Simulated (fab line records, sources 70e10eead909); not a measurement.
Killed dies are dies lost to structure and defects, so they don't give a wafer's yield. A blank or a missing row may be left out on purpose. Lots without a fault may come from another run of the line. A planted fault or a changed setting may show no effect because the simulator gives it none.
fab line records | flow nand_harc
record lots=5 wafers=15 last_day=32
route steps=1302 shown A_M0@1158 A_M1@1169
lots that met no fault: from a run of the same line without faults
start_h: hours from the record's first day to the start of the lot's first wafer shown | wait_h: hours since the lot's step before | " the same as in the row above | L1.1+2: a row that stands for several wafers | - no value, or no start given | * or withheld: withheld | < > ~ a bound
route shown NAME@n: a module of which the file shows steps, and the number in the route of the first | usual: mean/standard deviation of fault-free wafers | same: alike in all rows | chamber/n: place in a boat | sites: the reading at each site | _std_site: their standard deviation | _edge_site: outer sites' mean less inner sites' | radius_mm: how far each site lies from the wafer's centre | mask NAME#n: copy n | behind: the tool/chamber that last shaped the wafer | hold: why the lot was held/for how many hours/how that ended | device: the transistor (n, p or np) that didn't switch | end of line: the same wafers' tests at the end of the route | a step without rows: its recipe alone | killed: dies lost to structure and defects at the first sort, not the wafer's yield | map: a wafer's dies, x killed, . not, _ none there
set.NAME: the setting as run; set.NAME@STEP: as run at that earlier step | model.NAME: the simulator's own value behind a step, which no gauge read
lots at some steps of the route; a table a step, a row a wafer
services: from which hour (start_h, from the record's first day; less than 0 if before it) a tool's chamber was out of use, for how many hours, and why
## steps
# step NHARC_A_M0_PVD_20
# recipe target_thk_a=50 bias_v=168.6 power_w=15000 chamber_pressure_pa=0.12 time_s=8.06 substrate_temp_c=50 material=TaN
# usual substrate_temp_c=49.99/0.13 throttle_valve_pct=30.0/0.84
# columns lot.wafer tool chamber start_h wait_h substrate_temp_c throttle_valve_pct
L077.2 pvd_sputter-03 - - - 49.94 30.0
L077.1 " - " " 49.87 29.8
L077.6 " - " " 49.85 30.1
L080.1 pvd_sputter-01 - - - 49.90 30.2
L080.2 " - " " 50.16 30.7
L080.5 " - " " 49.96 29.5
L084.4 pvd_sputter-01 - - - 50.04 29.1
L084.2 " - " " 50.08 30.4
L084.5 " - " " 49.91 30.1
L089.1 pvd_sputter-03 - - - 49.88 29.8
L089.3 " - " " 49.93 28.5
L089.6 " - " " 49.92 29.7
L093.1 pvd_sputter-02 - - - 49.96 29.7
L093.2 " - " " 49.77 31.5
L093.6 " - " " 49.87 31.2
# step NHARC_A_M0_PVD_21
# recipe target_thk_a=300 chamber_pressure_pa=5 power_w=5000 substrate_temp_c=30 time_s=20.49 material=Cu
# usual substrate_temp_c=29.98/0.1 throttle_valve_pct=30.0/0.88
# columns lot.wafer tool chamber start_h wait_h substrate_temp_c throttle_valve_pct
L077.2 pvd_sputter-03 - - - 29.98 28.5
L077.1 " - " " 29.98 29.9
L077.6 " - " " 29.93 29.7
L080.2 pvd_sputter-01 - - - 29.89 30.5
L080.1 " - " " 30.01 30.9
L080.5 " - " " 29.96 29.4
L084.2 pvd_sputter-01 - - - 29.88 30.4
L084.4 " - " " 29.83 30.9
L084.5 " - " " 29.98 30.5
L089.3 pvd_sputter-03 - - - 30.03 30.2
L089.1 " - " " 29.84 28.6
L089.6 " - " " 30.01 29.9
L093.1 pvd_sputter-02 - - - 30.21 31.4
L093.2 " - " " 29.94 31.3
L093.6 " - " " 30.04 31.2
# step NHARC_A_M0_ECD_22
# recipe target_thk_a=4000 bath_temp_c=25 material=Cu
# usual bath_temp_c=25.00/0.097
# columns lot.wafer tool chamber start_h wait_h bath_temp_c
L077.2 ecd_cu-02 1 564.62 - 25.04
L077.1 " 0 " " 25.11
L077.6 " 1 " " 24.95
L080.2 ecd_cu-02 0 609.54 - 24.89
L080.1 " 1 " " 24.99
L080.5 " 0 " " 24.97
L084.2 ecd_cu-01 1 616.54 - 24.90
L084.4 " 0 " " 25.09
L084.5 " 1 " " 24.97
L089.1 ecd_cu-01 0 677.37 - 25.12
L089.3 " 0 " " 25.10
L089.6 " 1 " " 24.86
L093.2 ecd_cu-01 1 716.35 - 25.06
L093.1 " 0 " " 25.06
L093.6 " 0 " " 25.12
# step NHARC_A_M0_ANNEAL_30
# recipe temp_c=225 time_s=90
# usual wafer_temp_C_max=226.0/0.41
# columns lot.wafer tool chamber start_h wait_h wafer_temp_C_max
L077.1 rtp_anneal-01 0 564.99 - 226.3
L077.2 " 0 " " 226.3
L077.6 " 0 " " 226.5
L080.1 rtp_anneal-01 0 609.92 0.3 227.0
L080.2 " 0 " " 226.3
L080.5 " 0 " " 226.5
L084.2 rtp_anneal-01 0 616.97 0.4 226.1
L084.4 " 0 " " 226.2
L084.5 " 0 " " 226.3
L089.1 rtp_anneal-02 0 677.75 - 225.8
L089.3 " 0 " " 225.7
L089.6 " 0 " " 225.7
L093.1 rtp_anneal-01 0 716.72 - 226.3
L093.2 " 0 " " 226.7
L093.6 " 0 " " 226.4
# step NHARC_A_M0_CMP_23
# recipe t_overpolish_s=20 target_thk_nm=113.75
# usual motor_current_A=12.2/1.3 time_to_endpoint_s=28.5/2.6
# columns lot.wafer tool chamber start_h wait_h motor_current_A time_to_endpoint_s
L077.2 cmp-03 2 565.36 - 10.9 30.8
L077.1 " 3 " " 14.2 30.1
L077.6 " 1 " " 13.0 32.0
L080.2 cmp-01 3 610.32 - 13.1 28.7
L080.1 " 0 " " 12.3 29.8
L080.5 " 1 " " 15.0 27.6
L084.4 cmp-03 1 617.30 - 12.7 28.2
L084.2 " 3 " " 14.8 29.0
L084.5 " 0 " " 11.1 28.6
L089.1 cmp-03 1 678.12 - 13.3 25.0
L089.3 " 2 " " 11.2 22.1
L089.6 " 1 " " 13.4 24.7
L093.1 cmp-04 1 717.09 - 12.2 27.1
L093.2 " 3 " " 12.3 29.4
L093.6 " 1 " " 12.1 26.0
# step NHARC_A_M0_THK_MEAS_24
# recipe thk_meas_gauge=xrf
# usual thk_nm=113.9/1.5
# columns lot.wafer tool chamber start_h wait_h thk_nm
L077.1 film_metro-01 - 565.65 - 113.6
L077.2 " - " " 112.9
L077.6 " - " " 115.7
L080.1 film_metro-01 - 610.58 - 114.2
L080.2 " - " " 112.3
L080.5 " - " " 114.0
L084.2 film_metro-01 - 617.59 - 112.9
L084.4 " - " " 114.0
L084.5 " - " " 113.9
L089.1 film_metro-01 - 678.41 - 113.9
L089.3 " - " " 113.6
L089.6 " - " " 112.9
L093.1 film_metro-02 - 717.38 - 111.7
L093.2 " - " " 114.5
L093.6 " - " " 112.1
# step NHARC_A_M0_SRD_25
# columns lot.wafer tool chamber start_h wait_h
L077.2+6+1 wet_bench-08 7,2,3 565.69 0.0
L080.5+2+1 wet_bench-10 2,3,5 610.62 0.0
L084.5+4+2 wet_bench-10 0,1,2 617.64 0.0
L089.3+1+6 wet_bench-10 0,3,4 678.45 0.0
L093.2+6+1 wet_bench-10 1,3,6 717.42 0.0
# step NHARC_A_M0_INSPECT_27
# usual raw_defect_count=523/110
# columns lot.wafer tool chamber start_h wait_h raw_defect_count
L077.1 defect_inspect-01 - 565.81 0.0 330
L077.2 " - " " 414
L077.6 " - " " 336
L080.1 defect_inspect-01 - 610.73 0.0 445
L080.2 " - " " 500
L080.5 " - " " 511
L084.2 defect_inspect-01 - 617.75 0.0 729
L084.4 " - " " 506
L084.5 " - " " 636
L089.1 defect_inspect-02 - 678.56 0.0 425
L089.3 " - " " 477
L089.6 " - " " 463
L093.1 defect_inspect-01 - 717.54 0.0 488
L093.2 " - " " 616
L093.6 " - " " 575
# step NHARC_A_M0_PRE_CLEAN_31
# recipe time_s=12 temp_c=370 rf_power_w=300 gas=NH3
# usual heater_power_w=617/110
# columns lot.wafer tool chamber start_h wait_h heater_power_w
L077.2 pecvd-01 0 565.89 0.1 467
L077.1 " 1 " " 869
L077.6 " 0 " " 476
L080.2 pecvd-01 2 610.80 0.1 537
L080.1 " 0 " " 521
L080.5 " 2 " " 543
L084.2 pecvd-02 0 617.81 0.1 550
L084.4 " 0 " " 561
L084.5 " 0 " " 561
L089.1 pecvd-04 0 678.82 0.3 607
L089.3 " 2 " " 649
L089.6 " 2 " " 650
L093.1 pecvd-02 2 717.60 0.1 506
L093.2 " 0 " " 619
L093.6 " 2 " " 523
# step NHARC_A_M0_DEP_32
# recipe target_thk_a=300 temp_c=370 target_thk_nm=30 pressure_torr=3 flow_sccm=200 rf_w=450 material=SiCN
# usual heater_power_w=577/110 showerhead_vpp_V=1333/76
# columns lot.wafer tool chamber start_h wait_h heater_power_w showerhead_vpp_V
L077.2 pecvd-01 0 566.00 0.1 425 1413
L077.1 " 1 " " 804 1303
L077.6 " 0 " " 425 1397
L080.2 pecvd-01 2 610.88 0.1 528 1380
L080.1 " 0 " " 441 1427
L080.5 " 2 " " 542 1400
L084.2 pecvd-02 0 617.93 0.1 561 1320
L084.4 " 0 " " 551 1305
L084.5 " 0 " " 551 1302
L089.1 pecvd-04 0 678.90 0.1 597 1313
L089.3 " 2 " " 578 1356
L089.6 " 2 " " 573 1350
L093.1 pecvd-02 2 717.68 0.1 502 1165
L093.2 " 0 " " 557 1333
L093.6 " 2 " " 490 1185
# step NHARC_A_M1_DEP_00
# recipe target_thk_a=1825 target_thk_nm=182.5 temp_c=withheld pressure_torr=5 flow_sccm=200 rf_w=600 material=SiOC
# usual showerhead_vpp_V=1540/86
# columns lot.wafer tool chamber start_h wait_h showerhead_vpp_V
L077.1 pecvd-02 1 566.38 - 1542
L077.2 " 2 " " 1354
L077.6 " 1 " " 1560
L080.2 pecvd-04 2 611.29 - 1563
L080.1 " 1 " " 1691
L080.5 " 1 " " 1654
L084.2 pecvd-01 0 618.57 0.6 1632
L084.4 " 2 " " 1593
L084.5 " 0 " " 1628
L089.3 pecvd-04 0 - - 1495
L089.1 " 1 " " 1685
L089.6 " 2 " " 1571
L093.2 pecvd-04 1 718.14 - 1642
L093.1 " 2 " " 1601
L093.6 " 1 " " 1644
# step NHARC_A_M1_DEHYDRATE_01
# recipe temp_c=150 time_s=120
# usual chill_plate_temp_C=23.00/0.11
# columns lot.wafer tool chamber start_h wait_h chill_plate_temp_C
L077.1 litho_track-06 0 566.78 - 23.09
L077.2 " 0 " " 23.17
L077.6 " 0 " " 22.99
L080.1 litho_track-04 0 611.70 - 22.72
L080.2 " 0 " " 22.85
L080.5 " 0 " " 22.67
L084.2 litho_track-01 0 618.88 - 22.93
L084.4 " 0 " " 22.94
L084.5 " 0 " " 23.10
L089.1 litho_track-06 0 679.69 - 22.85
L089.3 " 0 " " 22.84
L089.6 " 0 " " 22.92
L093.1 litho_track-06 0 718.50 - 22.96
L093.2 " 0 " " 22.98
L093.6 " 0 " " 23.09
# step NHARC_A_M1_HMDS_02
# recipe time_s=30
# usual chill_plate_temp_C=22.98/0.09
# columns lot.wafer tool chamber start_h wait_h chill_plate_temp_C
L077.1 litho_track-06 0 - - 23.06
L077.2 " 0 " " 22.96
L077.6 " 0 " " 23.11
L080.1 litho_track-04 0 - - 23.05
L080.2 " 0 " " 23.15
L080.5 " 0 " " 23.01
L084.2 litho_track-01 0 - - 22.91
L084.4 " 0 " " 23.05
L084.5 " 0 " " 23.08
L089.1 litho_track-06 0 - - 22.96
L089.3 " 0 " " 22.98
L089.6 " 0 " " 23.00
L093.1 litho_track-06 0 - - 22.89
L093.2 " 0 " " 22.88
L093.6 " 0 " " 23.08
# step NHARC_A_M1_COAT_34
# recipe temp_c=200 time_s=65
# usual chill_plate_temp_C=22.99/0.11
# columns lot.wafer tool chamber start_h wait_h chill_plate_temp_C
L077.1 litho_track-06 0 - - 23.02
L077.2 " 0 " " 23.09
L077.6 " 0 " " 23.10
L080.1 litho_track-04 0 - - 22.93
L080.2 " 0 " " 22.97
L080.5 " 0 " " 22.66
L084.2 litho_track-01 0 - - 22.89
L084.4 " 0 " " 22.97
L084.5 " 0 " " 22.99
L089.1 litho_track-06 0 - - 23.17
L089.3 " 0 " " 23.19
L089.6 " 0 " " 23.12
L093.1 litho_track-06 0 - - 22.97
L093.2 " 0 " " 23.08
L093.6 " 0 " " 23.06
# step NHARC_A_M1_COAT_03
# recipe spin_rpm=1500 resist_thk_nm=90
# usual chill_plate_temp_C=22.99/0.12
# columns lot.wafer tool chamber start_h wait_h chill_plate_temp_C
L077.1 litho_track-06 0 - - 23.18
L077.2 " 0 " " 22.91
L077.6 " 0 " " 22.97
L080.1 litho_track-04 0 - - 22.91
L080.2 " 0 " " 22.85
L080.5 " 0 " " 22.86
L084.2 litho_track-01 0 - - 22.91
L084.4 " 0 " " 22.90
L084.5 " 0 " " 22.96
L089.1 litho_track-06 0 - - 23.18
L089.3 " 0 " " 23.09
L089.6 " 0 " " 23.10
L093.1 litho_track-06 0 - - 23.08
L093.2 " 0 " " 22.94
L093.6 " 0 " " 23.07
# step NHARC_A_M1_SOFTBAKE_04
# recipe temp_c=105 time_s=55
# usual chill_plate_temp_C=22.99/0.091
# columns lot.wafer tool chamber start_h wait_h chill_plate_temp_C
L077.1 litho_track-06 0 - - 23.02
L077.2 " 0 " " 22.87
L077.6 " 0 " " 23.05
L080.1 litho_track-04 0 - - 22.89
L080.2 " 0 " " 23.04
L080.5 " 0 " " 22.80
L084.2 litho_track-01 0 - - 22.93
L084.4 " 0 " " 22.88
L084.5 " 0 " " 22.78
L089.1 litho_track-06 0 - - 22.94
L089.3 " 0 " " 22.90
L089.6 " 0 " " 23.00
L093.1 litho_track-06 0 - - 23.24
L093.2 " 0 " " 23.01
L093.6 " 0 " " 23.08
# step NHARC_A_M1_EBR_05
# usual chill_plate_temp_C=23.02/0.099
# columns lot.wafer tool chamber start_h wait_h chill_plate_temp_C
L077.1 litho_track-06 0 - - 23.24
L077.2 " 0 " " 23.02
L077.6 " 0 " " 23.07
L080.1 litho_track-04 0 - - 22.99
L080.2 " 0 " " 23.03
L080.5 " 0 " " 23.18
L084.2 litho_track-01 0 - - 23.13
L084.4 " 0 " " 23.09
L084.5 " 0 " " 23.13
L089.1 litho_track-06 0 - - 22.98
L089.3 " 0 " " 22.89
L089.6 " 0 " " 22.91
L093.1 litho_track-06 0 - - 23.04
L093.2 " 0 " " 23.00
L093.6 " 0 " " 23.07
# step NHARC_A_M1_EXPOSE_06
# recipe na=1.35 target_cd_nm=120 dose_mj=75.13 mask_id=A_M1
# columns lot.wafer tool chamber start_h wait_h mask
L077.1+2+6 arfi_scanner-02 0 567.07 - A_M1#0
L080.1+2+5 arfi_scanner-02 0 611.86 - A_M1#0
L084.2+4+5 arfi_scanner-02 0 619.05 - A_M1#0
L089.1+3+6 arfi_scanner-03 0 679.85 - A_M1#0
L093.1+2+6 arfi_scanner-01 0 718.79 - A_M1#0
# step NHARC_A_M1_PEB_07
# recipe peb_temp_c=100 peb_time_s=65
# usual chill_plate_temp_C=23.00/0.11
# columns lot.wafer tool chamber start_h wait_h chill_plate_temp_C
L077.1 litho_track-04 0 567.13 0.1 23.13
L077.2 " 0 " " 23.19
L077.6 " 0 " " 22.81
L080.1 litho_track-01 0 611.92 0.1 23.03
L080.2 " 0 " " 23.02
L080.5 " 0 " " 22.90
L084.2 litho_track-06 0 619.11 0.1 22.93
L084.4 " 0 " " 22.84
L084.5 " 0 " " 23.04
L089.1 litho_track-04 0 679.91 0.1 23.01
L089.3 " 0 " " 23.23
L089.6 " 0 " " 23.13
L093.1 litho_track-04 0 718.85 0.1 22.94
L093.2 " 0 " " 22.91
L093.6 " 0 " " 23.08
# step NHARC_A_M1_DEVELOP_08
# recipe develop_time_s=35 dev_temp_c=23
# usual chill_plate_temp_C=22.99/0.11 developer_temp_C=22.99/0.11
# columns lot.wafer tool chamber start_h wait_h chill_plate_temp_C developer_temp_C
L077.1 litho_track-04 0 - - 22.99 22.99
L077.2 " 0 " " 22.96 22.94
L077.6 " 0 " " 22.92 23.20
L080.1 litho_track-01 0 - - 22.97 22.97
L080.2 " 0 " " 23.08 23.06
L080.5 " 0 " " 22.86 23.09
L084.2 litho_track-06 0 - - 23.00 23.02
L084.4 " 0 " " 23.17 23.01
L084.5 " 0 " " 23.00 23.14
L089.1 litho_track-04 0 - - 23.04 23.16
L089.3 " 0 " " 22.86 23.00
L089.6 " 0 " " 23.07 22.99
L093.1 litho_track-04 0 - - 23.02 22.91
L093.2 " 0 " " 23.07 22.76
L093.6 " 0 " " 23.15 22.99
# step NHARC_A_M1_CD_MEAS_09
# recipe target_cd_nm=120 landing_energy_ev=500
# usual cd_nm=119.6/0.63
# columns lot.wafer tool chamber start_h wait_h cd_nm
L077.1 cd_sem-01 0 567.21 - 120.4
L077.2 " 0 " " 120.1
L077.6 " 0 " " 120.6
L080.1 cd_sem-03 0 612.00 - 118.6
L080.2 " 0 " " 119.3
L080.5 " 0 " " 119.5
L084.2 cd_sem-02 0 619.19 - 119.9
L084.4 " 0 " " 120.2
L084.5 " 0 " " 119.4
L089.1 cd_sem-01 0 679.99 - 119.1
L089.3 " 0 " " 120.3
L089.6 " 0 " " 119.9
L093.1 cd_sem-03 0 718.93 - 120.1
L093.2 " 0 " " 120.6
L093.6 " 0 " " 119.8
# step NHARC_A_M1_OVL_MEAS_10
# recipe pitch_nm=240
# usual overlay_x_nm=0.2/0.73 overlay_y_nm=0.1/0.77
# columns lot.wafer tool chamber start_h wait_h overlay_x_nm overlay_y_nm
L077.1 overlay-02 - 567.30 - -0.2 -0.6
L077.2 " - " " -0.5 0.1
L077.6 " - " " -0.2 -0.4
L080.1 overlay-02 - 612.09 - 0.6 1.0
L080.2 " - " " -0.2 1.1
L080.5 " - " " 0.3 1.2
L084.2 overlay-01 - 619.28 - -0.6 -0.1
L084.4 " - " " -0.7 0.0
L084.5 " - " " -1.0 0.3
L089.1 overlay-02 - 680.08 - 0.4 -0.4
L089.3 " - " " 0.5 -0.8
L089.6 " - " " 0.3 -0.7
L093.1 overlay-02 - 719.02 - -1.3 1.0
L093.2 " - " " -1.3 1.4
L093.6 " - " " -1.2 1.4
# step NHARC_A_M1_INSPECT_11
# usual raw_defect_count=94/34
# columns lot.wafer tool chamber start_h wait_h raw_defect_count
L077.1 defect_inspect-02 - 567.33 0.0 56
L077.2 " - " " 70
L077.6 " - " " 44
L080.1 defect_inspect-02 - 612.13 0.0 119
L080.2 " - " " 140
L080.5 " - " " 117
L084.2 defect_inspect-02 - 619.31 0.0 142
L084.4 " - " " 139
L084.5 " - " " 136
L089.1 defect_inspect-01 - 680.12 0.0 64
L089.3 " - " " 95
L089.6 " - " " 75
L093.1 defect_inspect-02 - 719.05 0.0 105
L093.2 " - " " 111
L093.6 " - " " 106
# step NHARC_A_M1_DESCUM_14
# recipe time_s=3 o2_flow_sccm=200 ar_flow_sccm=0 bias_power_w=0 chemistry=O2
# usual drypump_motor_current_A=5.7/0.45 o2_flow_sccm=200.0/0.62 oes_product_au=1.001/0.0078 rf_vpp_V=58.0/0.76 showerhead_plenum_p_Torr=1.93/0.079 throttle_valve_pct=11.310/0.009
# columns lot.wafer tool chamber start_h wait_h drypump_motor_current_A o2_flow_sccm oes_product_au rf_hours_counter_h rf_vpp_V showerhead_plenum_p_Torr throttle_valve_pct
L077.2 rie_diel-11 3 567.40 0.1 5.8 199.9 0.996 2.5 57.7 1.86 11.326
L077.1 " 1 " " 6.3 200.4 1.006 2.7 58.0 1.99 11.316
L077.6 " 3 " " 5.8 200.7 0.999 - 56.6 1.86 11.307
L080.1 rie_diel-08 0 612.19 0.1 5.7 199.4 0.997 2.6 58.6 1.99 11.313
L080.2 " 1 " " 6.1 199.5 1.006 2.3 58.6 1.83 11.319
L080.5 " 0 " " 5.7 200.8 1.002 - 58.0 1.99 11.310
L084.4 rie_diel-03 0 619.37 0.1 5.4 200.2 0.998 7.8 59.1 1.97 11.321
L084.2 " 3 " " 6.1 201.1 0.993 7.6 57.9 1.80 11.322
L084.5 " 0 " " 5.4 199.2 0.992 - 57.2 1.97 11.312
L089.3 rie_diel-11 0 680.18 0.1 5.5 200.7 0.995 1.1 56.8 1.90 11.292
L089.1 " 1 " " 6.3 200.3 1.008 2.0 57.9 1.99 11.313
L089.6 " 1 " " 6.3 200.2 1.012 - 59.4 1.99 11.307
L093.1 rie_diel-03 2 719.11 0.1 4.9 200.1 1.007 4.1 58.1 1.96 11.319
L093.2 " 1 " " 6.1 200.6 1.006 3.5 58.2 1.96 11.298
L093.6 " 2 " " 4.9 200.8 1.003 - 57.7 1.96 11.318
# step NHARC_A_M1_ETCH_35
# recipe target_depth_a=400 overetch_a=120 time_s=43.94 ion_energy_ev=200 n2_flow_sccm=150 h2_flow_sccm=150 ar_flow_sccm=0 rf_w=400 bias_w=150 chemistry=N2/H2
# usual drypump_motor_current_A=5.7/0.46 oes_product_au=1.002/0.009 rf_vpp_V=431.1/2.5 showerhead_plenum_p_Torr=2.06/0.088 throttle_valve_pct=14.171/0.0086
# columns lot.wafer tool chamber start_h wait_h drypump_motor_current_A oes_product_au rf_hours_counter_h rf_vpp_V showerhead_plenum_p_Torr throttle_valve_pct
L077.1 rie_diel-11 3 567.48 0.1 5.8 1.004 2.5 429.0 1.98 14.184
L077.2 " 0 " " 5.5 1.003 2.6 428.7 2.02 14.162
L077.6 " 3 " " 5.8 1.003 - 429.5 1.98 14.178
L080.1 rie_diel-08 1 612.28 0.1 6.1 1.004 2.3 429.4 1.95 14.161
L080.2 " 2 " " 6.2 0.990 2.7 434.0 2.17 14.169
L080.5 " 1 " " 6.1 1.007 - 428.9 1.95 14.175
L084.4 rie_diel-03 3 619.46 0.1 6.1 0.996 7.6 426.9 1.91 14.176
L084.2 " 2 " " 4.9 1.018 6.7 431.6 2.09 14.172
L084.5 " 3 " " 6.1 0.997 - 427.0 1.91 14.185
L089.3 rie_diel-11 3 680.30 0.1 5.8 1.016 1.8 429.2 1.98 14.168
L089.1 " 0 " " 5.5 1.002 1.1 431.1 2.02 14.176
L089.6 " 0 " " 5.5 1.000 - 430.0 2.02 14.180
L093.1 rie_diel-03 2 719.21 0.1 4.9 1.003 4.1 430.7 2.09 14.168
L093.2 " 3 " " 6.1 0.997 4.5 426.7 1.91 14.159
L093.6 " 1 " " 6.1 0.991 - 432.4 2.09 14.169
## services
# columns tool chamber start_h hours kind
litho_track-04 - 553.00 7.0 pm
pvd_sputter-03 - 577.69 6.1 repair
pvd_sputter-01 - 582.04 10.0 pm
rie_diel-11 2 583.56 12.4 repair
pecvd-02 - 589.50 13.0 pm
pecvd-04 0 592.27 8.6 repair
pecvd-02 2 609.37 2.5 repair
rie_diel-11 - 609.50 9.0 pm
pecvd-02 1 612.37 20.8 repair
pvd_sputter-03 - 615.17 1.0 repair
pecvd-04 - 631.00 13.0 pm
rie_diel-03 - 635.48 9.0 pm
pecvd-01 2 640.94 8.0 repair
pecvd-04 - 647.20 0.6 repair
rie_diel-03 3 656.50 5.3 repair
pvd_sputter-01 - 661.44 2.3 repair
wet_bench-10 - 663.20 8.0 pm
pecvd-01 - 673.00 13.0 pm
litho_track-01 - 680.00 7.0 pm
pecvd-04 - 692.07 1.7 repair
litho_track-06 - 704.00 7.0 pm
pecvd-02 - 709.89 1.0 repair
pecvd-01 0 715.81 16.4 repair
pecvd-01 - 718.46 1.0 repair
## key
fault none
